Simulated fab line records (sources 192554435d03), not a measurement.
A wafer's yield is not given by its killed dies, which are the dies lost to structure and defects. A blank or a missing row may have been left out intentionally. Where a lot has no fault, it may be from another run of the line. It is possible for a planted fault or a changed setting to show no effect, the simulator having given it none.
What tool caused it?	flow n5_finfet	24 lots, 72 wafers sampled, at 2 steps of a route of 1938

WHAT THE GAUGES READ, wafer by wafer
N5_MOL_CONTACT_COAG_CD_MEAS_08: target cd 28 nm. Usual: cd_nm reads 27.91 nm (standard deviation 0.25).
lot	measured	on	cd_nm (nm)	flag
L074	day 4 15:29	cd_sem-03	28.00 28.12 28.10	
L075	day 4 22:59	cd_sem-02	27.96 28.68 27.92	
L076	day 5 07:02	cd_sem-03	27.36 27.72 28.02	
L077	day 5 09:15	cd_sem-01	28.16 27.78 27.62	
L078	day 5 15:45	cd_sem-03	27.86 28.10 27.76	
L079	day 6 01:26	cd_sem-03	28.20 28.21 28.10	
L080	day 6 03:41	cd_sem-03	27.75 27.89 27.84	
L081	day 6 09:59	cd_sem-01	27.80 27.49 28.07	
L082	day 6 17:14	cd_sem-01	27.42 27.97 27.78	
L083	day 6 22:24	cd_sem-01	27.79 27.89 28.36	
L084	day 7 09:52	cd_sem-02	27.51 27.52 27.71	
L085	day 7 11:12	cd_sem-03	27.50 27.73 27.63	
L086	day 7 19:41	cd_sem-01	27.86 27.92 27.74	
L087	day 8 01:22	cd_sem-01	28.02 28.15 28.01	
L088	day 8 02:28	cd_sem-02	27.84 27.68 28.08	
L089	day 8 09:39	cd_sem-02	27.88 28.10 28.20	
L090	day 8 17:43	cd_sem-01	27.45 28.15 28.24	
L091	day 8 23:43	cd_sem-02	27.67 27.61 28.10	
L092	day 9 05:04	cd_sem-03	27.92 28.07 28.14	
L093	day 9 11:27	cd_sem-03	27.70 28.25 27.93	
L094	day 9 19:26	cd_sem-03	28.05 27.98 28.01	
L095	day 10 01:45	cd_sem-02	28.03 28.16 27.83	
L096	day 10 04:58	cd_sem-03	27.94 27.54 28.17	
L097	day 10 14:33	cd_sem-03	28.18 28.23 27.85	

WHICH TOOL RAN EACH LOT (tool, then ch and the chambers of the sampled wafers, then the start)
lot	N5_GATE_CUT_STRIP_21
L074	plasma_asher-01 ch 0,1, day 4 12:23
L075	plasma_asher-01 ch 0,1, day 4 19:45
L076	plasma_asher-02 ch 0,1, day 5 02:32
L077	plasma_asher-01 ch 0,1, day 5 06:05
L078	plasma_asher-01 ch 0,1, day 5 12:46
L079	plasma_asher-01 ch 0,1, day 5 22:06
L080	plasma_asher-02 ch 0,1, day 6 00:35
L081	plasma_asher-02 ch 0,1, day 6 06:59
L082	plasma_asher-02 ch 0,1, day 6 14:13
L083	plasma_asher-01 ch 0,1, day 6 19:25
L084	plasma_asher-02 ch 0,1, day 7 06:34
L085	plasma_asher-01 ch 0, day 7 08:13
L086	plasma_asher-01 ch 0,1, day 7 16:35
L087	plasma_asher-02 ch 0,1, day 7 22:23
L088	plasma_asher-01 ch 0,1, day 7 23:06
L089	plasma_asher-02 ch 0,1, day 8 06:41
L090	plasma_asher-02 ch 0,1, day 8 14:44
L091	plasma_asher-02 ch 0,1, day 8 20:37
L092	plasma_asher-02 ch 0,1, day 9 02:05
L093	plasma_asher-01 ch 0,1, day 9 08:29
L094	plasma_asher-01 ch 0,1, day 9 16:17
L095	plasma_asher-02 ch 0,1, day 9 21:22
L096	plasma_asher-01 ch 0,1, day 10 01:52
L097	plasma_asher-01 ch 0,1, day 10 11:19
- N5_GATE_CUT_STRIP_21: strips in N2/H2, time 30 s.

WHAT THE TOOLS THEMSELVES READ (means of the sampled wafers that have a number; where no wafer has one, the mark that the record gives instead)
N5_GATE_CUT_STRIP_21. Usual: drypump_motor_current_A 5.4 A, standard deviation 0.37; h2_flow_sccm 3251 sccm, standard deviation 9.5; heater_power_w 347 W, standard deviation 31.
lot	tool	drypump_motor_current_A (A)	h2_flow_sccm (sccm)	heater_power_w (W)	flag
L074	plasma_asher-01	5.7	3245	331	
L075	plasma_asher-01	5.7	3251	327	
L076	plasma_asher-02	5.0	3266	367	
L077	plasma_asher-01	5.7	3248	327	
L078	plasma_asher-01	5.7	3255	315	
L079	plasma_asher-01	5.7	3255	326	
L080	plasma_asher-02	4.9	3254	376	
L081	plasma_asher-02	4.9	3256	374	
L082	plasma_asher-02	4.9	3244	376	
L083	plasma_asher-01	5.7	3258	315	
L084	plasma_asher-02	5.0	3262	381	
L085	plasma_asher-01	5.7	3256	331	
L086	plasma_asher-01	5.7	3234	321	
L087	plasma_asher-02	4.9	3248	379	
L088	plasma_asher-01	5.7	3252	318	
L089	plasma_asher-02	4.9	3251	379	
L090	plasma_asher-02	5.0	3239	383	
L091	plasma_asher-02	5.0	3254	386	
L092	plasma_asher-02	5.0	3254	379	
L093	plasma_asher-01	5.7	3263	322	
L094	plasma_asher-01	5.6	3239	312	
L095	plasma_asher-02	5.0	3259	382	
L096	plasma_asher-01	5.7	3252	318	
L097	plasma_asher-01	5.7	3257	317	

THE ANSWER, worked out from the rows above alone
Rule: a lot counts as off when the mean over its wafers that have a number is more than 3 standard deviations away from the usual mean. Also off: a lot with no number at a reading for which 4 or more lots have one. All remaining lots with rows at the step are treated as sound. Order of review: gauges by route order, followed by the tools' own readings, for which a lot's mean as printed above is used. The first step at which some lot is off is used, and at that step the reading that is off furthest; a lot without a number counts as furthest.
No lot is off on any of the readings shown, so nothing can be concluded from this.

WHAT HAD BEEN PUT IN BY THE SIMULATOR
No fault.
